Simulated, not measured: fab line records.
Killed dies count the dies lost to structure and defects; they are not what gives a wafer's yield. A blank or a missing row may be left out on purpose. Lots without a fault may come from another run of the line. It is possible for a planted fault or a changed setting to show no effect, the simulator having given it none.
Which of the tools did it? ; flow n5 finfet ; 14 lots, 41 wafers sampled, at 4 steps of a route of 1938

WHAT EACH GAUGE READ, for each wafer
N5_BEOL_M2_INSPECT_59: inspects for defects (darkfield). Usual: raw defect count reads 70 (standard deviation 23).
lot;measured;on;raw defect count;flag
L193;day 6 21:06;defect inspect-01;41 54 50;
L194;day 7 17:20;defect inspect-01;41 64 47;
L196;day 8 05:59;defect inspect-02;73 94 43;
L197;day 8 08:42;defect inspect-02;85 119 94;
L198;day 8 16:47;defect inspect-01;57 89 82;
L209;day 10 23:13;defect inspect-02;49 58 65;
L208;day 11 01:31;defect inspect-02;40 68 83;
L207;day 11 04:23;defect inspect-02;68 72 55;
L210;day 11 13:15;defect inspect-02;79 77 52;
L211;day 11 17:02;defect inspect-02;60 64 63;
L215;day 12 16:13;defect inspect-01;78 67 79;
L213;day 12 16:28;defect inspect-01;69 46 95;
L214;day 12 19:06;defect inspect-02;69 110 94;
L216;day 13 00:43;defect inspect-02;54 62;

N5_BEOL_M3_OVL_MEAS_12. Usual: M3_OVL -0.4 nm, standard deviation 0.64.
lot;measured;on;M3_OVL (nm);flag
L193;day 6 22:50;overlay-02;-0.3 -0.5 0.2;
L194;day 7 18:56;overlay-02;-0.4 -0.7 -0.3;
L196;day 8 08:08;overlay-02;0.5 -1.2 -0.5;
L197;day 8 11:27;overlay-02;- - -;OFF
L198;day 8 18:17;overlay-01;- - -;OFF
L209;day 11 01:01;overlay-01;-0.8 0.1 0.0;
L208;day 11 04:04;overlay-02;-0.2 -0.6 0.1;
L207;day 11 05:14;overlay-01;-1.0 -0.9 -0.3;
L210;day 11 14:15;overlay-02;-0.5 0.0 0.0;
L211;day 11 18:14;overlay-01;-0.8 0.0 -2.0;
L215;day 12 18:09;overlay-01;-1.0 -0.9 -0.2;
L213;day 12 18:11;overlay-02;-0.9 0.1 -0.6;
L214;day 12 21:42;overlay-02;0.0 -1.2 -1.0;
L216;day 13 06:32;overlay-02;0.0 0.2;

TOOL THAT RAN EACH LOT (tool first, then ch and the chambers of the sampled wafers, then the start)
lot;N5_BEOL_M2_CO_CAP_55;N5_BEOL_M3_DEVELOP_10
L193;cvd co-02 ch 0,1, day 6 20:52;litho track-01 ch 0, day 6 22:44
L194;cvd co-01 ch 0,1,2, day 7 17:05;litho track-03 ch 0, day 7 18:51
L196;cvd co-01 ch 0,1,2, day 8 05:47;litho track-02 ch 0, day 8 08:02
L197;cvd co-01 ch 0,1,2, day 8 08:29;litho track-03, day 8 11:22
L198;cvd co-01 ch 1,2, day 8 16:34;litho track-02, day 8 18:13
L209;cvd co-02 ch 1,2, day 10 23:01;litho track-02 ch 0, day 11 00:56
L208;cvd co-01 ch 0,1,2, day 11 01:19;litho track-03 ch 0, day 11 03:58
L207;cvd co-02 ch 1,2, day 11 04:10;litho track-01 ch 0, day 11 05:09
L210;cvd co-02 ch 1,2, day 11 13:02;litho track-03 ch 0, day 11 14:10
L211;cvd co-01 ch 0,1,2, day 11 16:49;litho track-01 ch 0, day 11 18:08
L215;cvd co-02 ch 0,1, day 12 15:59;litho track-01 ch 0, day 12 18:03
L213;cvd co-02 ch 0,2, day 12 16:14;litho track-03 ch 0, day 12 18:05
L214;cvd co-02 ch 0,1, day 12 18:53;litho track-03 ch 0, day 12 21:36
L216;cvd co-01 ch 1,2, day 13 00:30;litho track-02 ch 0, day 13 06:26
- N5_BEOL_M2_CO_CAP_55: material Co, precursor CCTBA/H2, target thk 2 nm, time 102.1 s.
- N5_BEOL_M3_DEVELOP_10: develop time 30 s.

AS READ BY THE TOOLS THEMSELVES (means over the sampled wafers that have a number; for cases with no such wafer, the mark the record gives instead)
N5_BEOL_M2_CO_CAP_55. Usual: heater power w reads 244 W (standard deviation 37).
lot;tool;heater power w (W);flag
L193;cvd co-02;222;
L194;cvd co-01;258;
L196;cvd co-01;257;
L197;cvd co-01;259;
L198;cvd co-01;252;
L209;cvd co-02;227;
L208;cvd co-01;254;
L207;cvd co-02;224;
L210;cvd co-02;227;
L211;cvd co-01;256;
L215;cvd co-02;222;
L213;cvd co-02;225;
L214;cvd co-02;223;
L216;cvd co-01;238;

N5_BEOL_M3_DEVELOP_10. Usual: chill plate temp C reads 23.00 C (standard deviation 0.11).
lot;tool;chill plate temp C (C);flag
L193;litho track-01;23.04;
L194;litho track-03;22.84;
L196;litho track-02;23.14;
L197;litho track-03;-;OFF
L198;litho track-02;-;OFF
L209;litho track-02;23.04;
L208;litho track-03;23.09;
L207;litho track-01;22.94;
L210;litho track-03;22.88;
L211;litho track-01;22.90;
L215;litho track-01;23.04;
L213;litho track-03;23.08;
L214;litho track-03;23.04;
L216;litho track-02;23.06;

THE ANSWER, worked out from the rows above alone
Rule: lot off if the mean of its wafers having a number is beyond 3 standard deviations from the usual mean. Also off: a lot with no number at a reading for which 4 or more lots have one. Where the step has rows for the other lots, those lots are counted as sound. First the gauges in route order, then the tools' own readings, where a lot's mean is used as printed above. At the first step where some lot is off, the reading lying furthest off is the one used; lots without a number count as furthest.
Off: L197, L198, seen at N5_BEOL_M3_OVL_MEAS_12 (M3_OVL). Without a number there: L197, L198.
If a tool, at a process step before that reading, ran all the lots that are off and no sound lot after the first of them, it fits. Not tried: the gauges at N5_BEOL_M3_OVL_MEAS_12; whatever is off there is also off at N5_BEOL_M3_DEVELOP_10, on other tools, and gauge error can't account for it. Of those tried, none fits.

WHAT THE SIMULATOR HAD INSERTED
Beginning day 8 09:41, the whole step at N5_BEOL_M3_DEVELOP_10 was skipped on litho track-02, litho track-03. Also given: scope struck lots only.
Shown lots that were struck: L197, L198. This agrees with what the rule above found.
